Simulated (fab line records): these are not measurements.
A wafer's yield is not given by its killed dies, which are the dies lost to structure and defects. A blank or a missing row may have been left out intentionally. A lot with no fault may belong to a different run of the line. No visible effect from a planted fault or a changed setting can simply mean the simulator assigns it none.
What tool caused it? + flow nand harc + 12 lots, 36 wafers sampled, at 4 steps of a route of 1159

== WHAT EACH GAUGE READ, for each wafer ==
NHARC_A_CONTACT_OVL_MEAS_70.
| lot  | measured     | on         | overlay x nm (nm) |
|------|--------------|------------|-------------------|
| L075 | day 17 04:52 | overlay-01 | 0.1 -0.1 -0.7     |
| L076 | day 17 07:57 | overlay-02 | 0.2 -0.2 0.3      |
| L078 | day 17 13:59 | overlay-01 | 0.5 0.4 0.0       |
| L082 | day 18 19:54 | overlay-02 | -1.4 -0.8 -1.3    |
| L083 | day 19 00:51 | overlay-01 | -0.5 -0.8 -0.4    |
| L085 | day 19 12:07 | overlay-01 | -0.1 -0.3 0.4     |
| L087 | day 20 03:49 | overlay-01 | 0.2 0.2 0.4       |
| L089 | day 20 10:00 | overlay-01 | -1.6 -1.5 -1.7    |
| L090 | day 21 12:58 | overlay-02 | 0.0 0.6 0.0       |
| L095 | day 22 04:41 | overlay-01 | -0.4 0.1 -0.4     |
| L096 | day 22 06:06 | overlay-01 | 1.2 1.1 1.0       |
| L097 | day 22 14:41 | overlay-02 | 0.7 0.9 0.7       |

== WHICH TOOL RAN EACH LOT (tool, then ch and the chambers of the sampled wafers, then the start) ==
| lot  | NHARC_A_WL_FILL_ALD_19              | NHARC_A_CONTACT_DEP_29          | NHARC_A_CONTACT_ETCH_119             |
|------|-------------------------------------|---------------------------------|--------------------------------------|
| L075 | ald metal-03 ch 0,1,2, day 16 08:53 | pecvd-03 ch 0,2, day 16 20:20   | har cap etch-01 ch 0,1, day 16 23:31 |
| L076 | ald metal-01 ch 0,1, day 16 13:23   | pecvd-02 ch 1,2, day 17 00:10   | har cap etch-02 ch 0, day 17 03:02   |
| L078 | ald metal-04 ch 1,2,3, day 16 17:29 | pecvd-03 ch 1,2, day 17 06:32   | har cap etch-01 ch 0,1, day 17 09:23 |
| L082 | ald metal-03 ch 1,2, day 18 03:02   | pecvd-03 ch 0,1,2, day 18 12:14 | har cap etch-01 ch 0,1, day 18 15:14 |
| L083 | ald metal-03 ch 0,2,3, day 18 07:23 | pecvd-03 ch 1,2, day 18 16:47   | har cap etch-02 ch 0,1, day 18 20:04 |
| L085 | ald metal-03 ch 0,1,3, day 18 11:20 | pecvd-04 ch 0,1, day 19 00:12   | har cap etch-03 ch 0,1, day 19 03:33 |
| L087 | ald metal-03 ch 0,1,3, day 19 09:56 | pecvd-03 ch 1,2, day 19 18:51   | har cap etch-03 ch 0,1, day 19 22:13 |
| L089 | ald metal-04 ch 1,2, day 19 15:43   | pecvd-03 ch 0,2, day 20 01:22   | har cap etch-03 ch 0,1, day 20 04:27 |
| L090 | ald metal-04 ch 0,2,3, day 20 15:12 | pecvd-02 ch 1,2, day 21 01:42   | har cap etch-01 ch 0,1, day 21 04:43 |
| L095 | ald metal-04 ch 0,2,3, day 20 23:09 | pecvd-04 ch 1,2, day 21 20:14   | har cap etch-01 ch 1, day 21 23:32   |
| L096 | ald metal-03 ch 0,1,3, day 21 02:26 | pecvd-04 ch 1,2, day 21 22:22   | har cap etch-03 ch 0,1, day 22 01:19 |
| L097 | ald metal-04 ch 1,2,3, day 21 02:30 | pecvd-04 ch 0,1, day 22 04:26   | har cap etch-01 ch 0,1, day 22 07:38 |
- NHARC_A_WL_FILL_ALD_19: deposits TiN, target thk 2 nm, pulse time 3 s, ald cycles 100.
- NHARC_A_CONTACT_DEP_29: deposits SiON, target thk 70 nm.
- NHARC_A_CONTACT_ETCH_119: etches the open film in C4F8/O2/Ar, time 94 s, target depth 922 nm.

== THE ANSWER, worked out from the rows above alone ==
Rule: usual is defined by the lots themselves. Put in order of their means at a reading, lots are off if they are a third of the lots or fewer, leave a main group of 4 or more, and stand apart from it by a gap of 3 or more times the standard deviation of the main group's means; of several such gaps the widest counts. A main group whose means are all the same, to the digits that the tables above print for the reading, isn't used. Also off: a lot with no number at a reading for which 4 or more lots have one. Any other lot the step has rows for is counted as sound.
No lot is off on any of the readings shown, so nothing can be concluded from this.

== WHAT THE SIMULATOR HAD PUT IN ==
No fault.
